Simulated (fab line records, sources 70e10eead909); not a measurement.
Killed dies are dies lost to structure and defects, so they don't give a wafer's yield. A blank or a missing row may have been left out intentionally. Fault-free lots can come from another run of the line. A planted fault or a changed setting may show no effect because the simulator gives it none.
Matching of chambers | flow nand-harc | NHARC_A_CHANNEL_FILL_D1_ETCHBACK_20 on rie-diel-12: 4 sister chambers
The step etches the open film in C4F8/O2/Ar, target depth 27 nm, time 13.5 s. 8 wafers are shown with their chamber, then 9 later ones without.

## WAFERS WITH THEIR CHAMBER
wafer  | chamber | rf-vpp-V (V) | rf-fwd-power-W (W)
L081.5 | 3       | 984          | 590.2
L082.3 | 0       | 979          | 585.9
L082.5 | 2       | 973          | 589.0
L083.3 | 2       | 972          | 586.1
L083.6 | 1       | 988          | 589.0
L085.1 | 1       | 988          | 588.1
L085.2 | 0       | 979          | 583.0
L085.4 | 3       | 982          | 587.5

## WAFERS WITHOUT THEIR CHAMBER
wafer  | rf-vpp-V (V) | rf-fwd-power-W (W)
L088.2 | 980          | 584.8
L088.4 | 983          | 586.1
L088.5 | 980          | 583.8
L092.1 | 983          | 587.2
L092.3 | 973          | 587.6
L092.4 | 987          | 589.7
L094.1 | 983          | 588.3
L094.2 | 980          | 585.8
L094.4 | 988          | 589.2

## THE CHAMBER EACH PASSED THROUGH
wafer  | from the rows above | in truth
L088.2 | 0                   | 0
L088.4 | 3                   | 3
L088.5 | 0                   | 0
L092.1 | 3                   | 3
L092.3 | 2                   | 2
L092.4 | 1                   | 1
L094.1 | 3                   | 3
L094.2 | 0                   | 0
L094.4 | 1                   | 1
Placed correctly: 9 of 9. Left unplaced by these rows: 0. Placed wrongly: 0.
How it was worked out, from the rows above alone: a wafer's distance from a chamber is the root of the sum, over the readings, of the square of ((its reading less the chamber's mean) divided by the reading's scatter). If the next closest chamber is less than 2 further off than the closest, the wafer can't be placed; otherwise it belongs to the closest. A chamber's mean is the mean of its shown wafers. The scatter: take each reading less its chamber's mean, square it, sum over the shown wafers, divide by the number of wafers less the number of chambers, and take the root.
